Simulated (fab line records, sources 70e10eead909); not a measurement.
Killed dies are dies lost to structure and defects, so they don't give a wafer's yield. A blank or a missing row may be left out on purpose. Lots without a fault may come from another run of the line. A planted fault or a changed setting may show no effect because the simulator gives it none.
A struck lot beside a sound one | flow nand_harc | 15 steps out of a route of 1302
Sound: wafers L465.1, L465.3, L465.6. Struck: wafer L463.3. (L463.1, L463.4 of the same lot were not struck and are left out.) The cause comes at the end.
At each step with rows: each side's tool, then ch and its chambers, then its first start. Under that, the readings that differ: sound wafers | struck wafers | difference of the means | sigmas: that difference in standard deviations of wafers without a fault.
alike: readings whose means differ by less than 2 such deviations, and words and numbers that are the same on both sides. not compared: withheld readings, readings that some wafer has no value for, bounds like >300 that may hide the same value, and numbers for which the record gives no deviation and whose values overlap.
The two part at a step that has a row with sigmas, a row that says differs or no value, or rows on one side only. Numbers that don't overlap but have no deviation are shown without sigmas and don't part them. A reading that every wafer of one side lacks parts them only if that side has two wafers or more.

first, 4 steps without rows for these wafers: NHARC_P_GATE_EBR_22; NHARC_P_GATE_EXPOSE_23 (exposes mask P GATE, target cd 120 nm); NHARC_P_GATE_PEB_24 (peb time 65 s); NHARC_P_GATE_DEVELOP_25 (develop time 35 s).
NHARC_P_GATE_CD_MEAS_26: target cd 120 nm.
  sound on cd_sem-03 ch 0, day 11 14:32; struck on cd_sem-03 ch 0, day 10 06:03
  alike: cd_nm
NHARC_P_GATE_OVL_MEAS_27:
  sound on overlay-01, day 11 14:38; struck on overlay-02, day 10 06:08
  alike: overlay_x_nm, overlay_y_nm
NHARC_P_GATE_INSPECT_28:
  sound on defect_inspect-01, day 11 14:40; struck on defect_inspect-02, day 10 06:11
  alike: raw_defect_count
NHARC_P_GATE_DESCUM_31: chemistry O2, time 3 s.
  sound on rie_diel-02 ch 0,2, day 11 14:44; struck on rie_diel-07 ch 1, day 10 06:14
  alike: chamber_pressure_mTorr, drypump_motor_current_A, oes_product_au, rf_vpp_V, showerhead_plenum_p_Torr, throttle_valve_pct
  not compared: rf_hours_counter_h
NHARC_P_GATE_ETCH_104: etches the open film in CF4/CHF3, target depth 60 nm.
  sound on rie_diel-02 ch 0,2, day 11 14:50; struck on rie_diel-07 ch 1, day 10 06:19
  reading                | sound                | struck | difference | sigmas
  throttle_valve_pct (%) | 16.817 16.800 16.808 | 16.786 | -0.022     | -2
  alike: cf4_flow_sccm, chamber_pressure_mTorr, drypump_motor_current_A, oes_product_au, rf_vpp_V, showerhead_plenum_p_Torr
NHARC_P_GATE_HM_OPEN_105: chemistry O2/COS, target depth 360 nm.
  sound on rie_diel-02 ch 2,3; struck on rie_diel-07 ch 0
  alike: chamber_pressure_mTorr, drypump_motor_current_A, oes_product_au, rf_vpp_V, showerhead_plenum_p_Torr, throttle_valve_pct
  not compared: rf_hours_counter_h
then, 1 step without rows for these wafers: NHARC_P_GATE_STRIP_106 (strips in O2/COS).
NHARC_P_GATE_ETCH_114: etches the open film in CF4/O2, target depth 30 nm, overetch 3 nm, time 16.5 s.
  sound on rie_diel-02 ch 0,2,3; struck on rie_diel-07 ch 2
  alike: cf4_flow_sccm, chamber_pressure_mTorr, drypump_motor_current_A, oes_ar_750_au, oes_product_au, rf_vpp_V, showerhead_plenum_p_Torr, throttle_valve_pct
  not compared: rf_hours_counter_h
NHARC_P_GATE_ETCH_32: etches the open film in HBr/Cl2, target depth 150 nm, time 100.1 s.
  sound on rie_si-02 ch 1,2, day 11 15:15; struck on rie_si-06 ch 0, day 10 06:43
  reading                | sound                | struck | difference | sigmas
  mfc_cl2_sccm (sccm)    | 50.09 50.04 50.25    | 60.21  | +10.08     | +67
  throttle_valve_pct (%) | 26.409 26.402 26.431 | 27.000 | +0.586     | +64
  alike: chamber_pressure_mTorr, drypump_motor_current_A, he_backside_leak_sccm, oes_product_au
  not compared: rf_hours_counter_h
NHARC_P_GATE_STRIP_108: strips in O2.
  sound on rie_diel-02 ch 2,3, day 11 15:26; struck on rie_diel-07 ch 0, day 10 06:52
  alike: chamber_pressure_mTorr, drypump_motor_current_A, oes_product_au, rf_vpp_V, showerhead_plenum_p_Torr, throttle_valve_pct
  not compared: rf_hours_counter_h
-- the record jumps here: 19 days lie between the struck wafers' starts before and after (it left off in module P_GATE and takes up again in module END, whose first step shown is number 1302 of the route) --
NHARC_END_SORT_01:
  sound on prober-02 ch 0, day 30 15:50; struck on prober-02 ch 0, day 29 09:34
  reading         | sound    | struck | difference | sigmas
  killed_at_array | 55 51 56 | 100    | +46        | +2
  killed_dies     | 59 54 58 | 102    | +45        | +2
  alike: killed_at_other, killed_at_periphery, killed_open, killed_short

WHERE THEY PART
First at NHARC_P_GATE_ETCH_104; last, within this record, at NHARC_END_SORT_01.

WHY: what the simulator had put in
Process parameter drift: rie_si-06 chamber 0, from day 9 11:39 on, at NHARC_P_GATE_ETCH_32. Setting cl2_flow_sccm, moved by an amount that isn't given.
